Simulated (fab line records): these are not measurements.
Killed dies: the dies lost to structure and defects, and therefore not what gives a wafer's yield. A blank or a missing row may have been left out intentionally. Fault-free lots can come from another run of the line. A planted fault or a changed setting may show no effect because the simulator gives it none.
Matching of chambers | flow n5Finfet | N5_BEOL_M12_STRIP_71 on wetBench-01: 7 sister chambers
The step strips in post etch residue remover, time 60 s. 14 wafers are shown with their chamber, then 6 later ones without.

== WAFERS PAIRED WITH THEIR CHAMBERS ==
wafer  | chamber | runLengthS (s) | tempC (C)
L169.2 | 6       | 66.7           | 24.98
L169.5 | 7       | 66.6           | 24.95
L169.6 | 2       | 66.8           | 24.96
L167.3 | 3       | 67.7           | 24.88
L167.4 | 1       | 65.7           | 25.01
L167.5 | 0       | 64.6           | 25.11
L171.1 | 6       | 66.7           | 24.99
L171.4 | 7       | 67.3           | 25.05
L171.6 | 2       | 67.3           | 24.82
L172.2 | 1       | 66.4           | 25.07
L172.3 | 6       | 66.5           | 24.96
L172.4 | 3       | 66.1           | 25.05
L173.4 | 4       | 67.2           | 24.87
L173.5 | 2       | 67.4           | 25.02

SIGNATURES (averages over the wafers above)
reading    | chamber 0 | chamber 1 | chamber 2 | chamber 3 | chamber 4 | chamber 6 | chamber 7 | scatter within a chamber
runLengthS | 64.600    | 66.050    | 67.167    | 66.900    | 67.200    | 66.633    | 66.950    | 0.535
tempC      | 25.1100   | 25.0400   | 24.9333   | 24.9650   | 24.8700   | 24.9767   | 25.0000   | 0.0782
Rule: a wafer's distance from a chamber is the root of the sum, over the readings, of the square of ((its reading less the chamber's mean) divided by the reading's scatter). The wafer belongs to the nearest chamber; if the next one is less than 2 further off, it can't be placed. The scatter: the root of (the sum of the squares of (reading less its chamber's mean) over the shown wafers, divided by (wafers less chambers)).

== WAFERS WITH NO CHAMBER GIVEN ==
wafer  | runLengthS (s) | tempC (C)
L189.1 | 66.7           | 24.89
L189.5 | 67.0           | 24.83
L189.6 | 67.1           | 25.22
L190.2 | 64.3           | 25.12
L190.3 | 67.5           | 25.24
L190.6 | 66.4           | 25.09

== THE CHAMBER EACH PASSED THROUGH ==
wafer  | from the rows above                         | in truth
L189.1 | can't be placed: 4 or 3 or 2 or 6 or 7 or 1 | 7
L189.5 | can't be placed: 4 or 2 or 3 or 6 or 7      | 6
L189.6 | can't be placed: 7 or 1 or 6 or 3 or 2 or 4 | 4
L190.2 | 0                                           | 0
L190.3 | can't be placed: 7 or 3 or 1 or 6 or 2 or 4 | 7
L190.6 | can't be placed: 1 or 6 or 7 or 3 or 2      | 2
Correctly placed: 1 of 6. Unplaceable from these rows: 5, with the true chamber sitting among the candidates in 5. Number placed wrongly: 0.
